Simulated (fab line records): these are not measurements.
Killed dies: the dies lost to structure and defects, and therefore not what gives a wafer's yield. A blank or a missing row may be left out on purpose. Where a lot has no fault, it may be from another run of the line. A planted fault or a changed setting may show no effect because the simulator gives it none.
Struck lot and sound lot, side by side -- flow nandHarc -- 15 out of 1302 route steps
Sound: the wafers L432.1, L432.3, L432.5. The struck wafers were L439.1, L439.2, L439.4. The cause is named last.
Per side, at each step with rows, come the tool, then ch with its chambers, and then its first start. Under that, the readings that differ: sound wafers -- struck wafers -- difference of the means -- sigmas: that difference in standard deviations of wafers without a fault.
alike: words and numbers the same on both sides, and readings whose means are apart by under 2 such deviations; not compared: readings that were withheld, readings missing a value for some wafer, numbers with overlapping values and no deviation given by the record, and bounds like >300 which may hide the same value.
The two part at a step that has a row with sigmas, a row that says differs or no value, or rows on one side only. When numbers do not overlap yet have no deviation, they are printed without sigmas and do not part them. A reading that every wafer of one side lacks parts them only if that side has two wafers or more.

first, 4 steps without rows for these wafers: NHARC_THIN_TSV_EBR_29; NHARC_THIN_TSV_EXPOSE_30 (exposes mask PAD); NHARC_THIN_TSV_PEB_31 (peb time 85 s); NHARC_THIN_TSV_DEVELOP_32 (time 70 s).
NHARC_THIN_TSV_CD_MEAS_33: the cd target is 5000 nm.
  sound on cdSem-02 ch 0, day 24 19:38; struck on cdSem-02 ch 0, day 27 21:58
  alike: cdNm
then, 1 step without rows for these wafers: NHARC_THIN_TSV_HARDBAKE_34 (time 80 s).
NHARC_THIN_TSV_DESCUM_35: chemistry O2, time 3 s.
  sound on rieDiel-01 ch 0,1,3, day 24 19:49; struck on rieDiel-06 ch 0,1,3, day 27 22:07
  alike: drypumpMotorCurrentA, oesProductAu, rfVppV, showerheadPlenumPTorr, throttleValvePct
  not compared: rfHoursCounterH
NHARC_THIN_TSV_ETCH_59: etches the open film in Cl2/BCl3, target depth 880 nm, time 138.1 s.
  sound on rieMetal-03 ch 0,1, day 24 19:56; struck on rieMetal-03 ch 0,1, day 27 22:15
  alike: drypumpMotorCurrentA, heBacksideLeakSccm, oesProductAu, throttleValvePct
  not compared: rfHoursCounterH
NHARC_THIN_TSV_ETCH_36: etches the open film in Cl2/BCl3, target depth 65 nm, time 18.571 s.
  sound on rieMetal-03 ch 0,1, day 24 20:11; struck on rieMetal-03 ch 0,1, day 27 22:31
  alike: drypumpMotorCurrentA, heBacksideLeakSccm, oesProductAu
  not compared: rfHoursCounterH
NHARC_THIN_TSV_STRIP_56: strips in O2.
  sound on plasmaAsher-01 ch 0,1, day 24 20:17; struck on plasmaAsher-01 ch 0,1, day 27 22:37
  alike: drypumpMotorCurrentA, heaterPowerW
  not compared: rfHoursCounterH
then, 1 step without rows for these wafers: NHARC_THIN_TSV_STRIP_57 (strips in post etch residue remover, time 1200 s).
NHARC_THIN_TSV_CD_MEAS_37:
  sound on cdSem-01, day 24 21:04; struck on cdSem-02, day 27 23:23
  alike: cdNm
NHARC_THIN_TSV_ANNEAL_58: time 1800 s.
  sound on furnace-04 ch 0, day 25 02:14; struck on furnace-06 ch 0, day 28 02:06
reading,sound,struck,difference,sigmas
spikeTcBottomC (C),425.3 426.5 425.9,451.4 450.8 449.6,+24.7,+11
spikeTcCentreC (C),401.2 400.5 400.4,423.9 424.7 425.6,+24.0,+22
spikeTcLowerC (C),400.1 400.1 401.8,424.6 424.5 425.1,+24.1,+22
spikeTcTopC (C),428 428 427,449 449 450,+22,+5
spikeTcUpperC (C),399.8 400.6 401.6,422.7 422.5 422.0,+21.7,+14
zonePowerUpperPct (%),3.68 3.59 3.58,3.99 4.06 4.02,+0.41,+4
  alike: zonePowerTopPct
NHARC_THIN_TSV_INSPECT_40:
  sound on defectInspect-01, day 25 03:40; struck on defectInspect-01, day 28 03:32
  alike: rawDefectCount
NHARC_END_SORT_01:
  sound on prober-01 ch 0, day 25 07:32; struck on prober-02 ch 0, day 28 06:35
  alike: defectLimitedYield, killedAtArray, killedAtOther, killedAtPeriphery, killedDies, killedOpen, killedShort

== WHERE THEY PART ==
Only at NHARC_THIN_TSV_ANNEAL_58, as far as this record shows. Later steps at which nothing parts them and some readings are alike: NHARC_THIN_TSV_INSPECT_40, NHARC_END_SORT_01.

WHY: what had been put in by the simulator
Process parameter drift: furnace-06, from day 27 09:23 on, at NHARC_THIN_TSV_ANNEAL_58. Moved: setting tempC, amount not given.
